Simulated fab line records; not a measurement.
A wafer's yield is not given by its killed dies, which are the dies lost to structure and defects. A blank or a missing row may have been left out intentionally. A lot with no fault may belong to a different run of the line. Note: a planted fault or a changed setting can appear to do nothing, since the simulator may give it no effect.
Chamber matching -- flow nandHarc -- 3 sister chambers for NHARC_A_SLIT_DEP_23 on pecvd-03
The step deposits SiON, target thk 100 nm. 18 wafers are shown with their chamber, then 9 later ones without.

## EACH WAFER AND ITS CHAMBER
wafer,chamber,heaterPowerOuterW (W),heaterPowerW (W),showerheadVppV (V)
L074.1,2,407,743,1161
L074.5,0,540,954,1140
L074.6,2,403,727,1176
L080.4,0,516,887,1125
L080.5,2,408,759,1162
L080.6,1,443,711,1145
L082.1,2,420,769,1178
L082.2,1,471,824,1139
L082.5,2,419,764,1159
L079.4,1,478,794,1128
L079.5,0,532,940,1112
L079.6,2,354,683,1177
L083.2,2,374,713,1166
L083.3,1,502,836,1141
L083.5,2,388,722,1169
L087.1,0,503,879,1111
L087.2,2,344,687,1193
L087.6,2,366,685,1157

SIGNATURES, as means of the wafers listed above
reading,chamber 0,chamber 1,chamber 2,scatter within a chamber
heaterPowerOuterW,522.75,473.50,388.30,24.9
heaterPowerW,915.00,791.25,725.20,39.7
showerheadVppV,1122.00,1138.25,1169.80,11.1
Rule: distance of a wafer from a chamber = root of the sum over the readings of ((wafer's reading minus chamber's mean) / reading's scatter) squared. If the next closest chamber is less than 2 further off than the closest, the wafer can't be placed; otherwise it belongs to the closest. The scatter: the root of (the sum of the squares of (reading less its chamber's mean) over the shown wafers, divided by (wafers less chambers)).

## WAFERS WITH NO CHAMBER GIVEN
wafer,heaterPowerOuterW (W),heaterPowerW (W),showerheadVppV (V)
L089.2,539,929,1105
L089.4,542,942,1109
L089.5,374,696,1171
L092.1,473,797,1129
L092.2,460,820,1114
L092.6,469,822,1117
L096.1,435,812,1134
L096.4,460,748,1139
L096.5,379,707,1153

## WHICH CHAMBER EACH WENT THROUGH
wafer,from the rows above,in truth
L089.2,0,0
L089.4,0,0
L089.5,2,2
L092.1,1,1
L092.2,can't be placed: 1 or 0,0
L092.6,can't be placed: 1 or 0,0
L096.1,1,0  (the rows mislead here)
L096.4,1,1
L096.5,2,2
Placed correctly: 6 of 9. From these rows, 2 cannot be placed; in 2 the true chamber is one of the candidates. Number placed wrongly: 1.
